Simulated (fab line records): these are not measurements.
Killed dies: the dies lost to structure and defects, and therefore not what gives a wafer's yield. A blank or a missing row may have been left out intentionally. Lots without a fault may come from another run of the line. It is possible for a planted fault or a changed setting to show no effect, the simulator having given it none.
Chamber matching	flow n5-finfet	N5_BEOL_M3_VIA_ETCH_34 on rie-diel-02: 4 sister chambers
The step etches the open film in C4F6/O2, target depth 69.4 nm, time 65.9 s. 22 wafers are shown with their chamber, then 11 later ones without.

WAFERS, EACH WITH ITS CHAMBER
wafer	chamber	throttle-valve-pct (%)	showerhead-plenum-p-Torr (Torr)	rf-vpp-V (V)
L075.2	1	30.35	2.79	656
L075.3	2	30.61	2.82	676
L075.5	1	30.36	2.79	657
L078.2	3	30.73	2.84	687
L078.3	2	30.62	2.82	675
L078.6	3	30.72	2.84	688
L081.2	2	30.63	2.82	675
L081.5	3	30.73	2.83	687
L081.6	0	30.96	2.63	649
L083.4	3	30.73	2.83	685
L083.5	0	30.98	2.63	650
L083.6	2	30.62	2.81	677
L084.2	0	30.98	2.63	652
L084.4	2	30.63	2.81	675
L084.6	1	30.37	2.78	655
L086.1	2	30.62	2.81	675
L086.4	0	31.00	2.63	650
L086.6	2	30.62	2.81	675
L088.1	2	30.63	2.81	675
L088.3	3	30.74	2.83	688
L088.4	1	30.38	2.78	655
L091.1	0	30.99	2.63	649

SIGNATURES, as means of the wafers listed above
reading	chamber 0	chamber 1	chamber 2	chamber 3	scatter within a chamber
throttle-valve-pct	30.9820	30.3650	30.6225	30.7300	0.0104
showerhead-plenum-p-Torr	2.6300	2.7850	2.8137	2.8340	0.00476
rf-vpp-V	650.00	655.75	675.38	687.00	1.02
Rule: a wafer's distance from a chamber is the root of the sum, over the readings, of the square of ((its reading less the chamber's mean) divided by the reading's scatter). The wafer belongs to the nearest chamber; if the next one is less than 2 further off, it can't be placed. How the scatter is found: for the shown wafers, subtract from each reading the mean of its chamber, square and add these, divide the total by (wafers less chambers), then take the root.

WAFERS WITHOUT THEIR CHAMBER
wafer	throttle-valve-pct (%)	showerhead-plenum-p-Torr (Torr)	rf-vpp-V (V)
L091.3	30.76	2.83	687
L091.6	30.38	2.78	656
L093.1	30.76	2.82	687
L093.4	30.76	2.83	688
L093.6	30.65	2.81	675
L095.2	30.39	2.77	654
L095.4	30.65	2.80	675
L095.5	30.40	2.77	655
L096.3	30.67	2.80	675
L096.4	31.00	2.62	649
L096.6	30.66	2.80	673

WHICH CHAMBER EACH WENT THROUGH
wafer	from the rows above	in truth
L091.3	3	3
L091.6	1	1
L093.1	3	3
L093.4	3	3
L093.6	2	2
L095.2	1	1
L095.4	2	2
L095.5	1	1
L096.3	2	2
L096.4	0	0
L096.6	2	2
Placed correctly: 11 of 11. From these rows, 0 cannot be placed. Placed wrongly: 0.
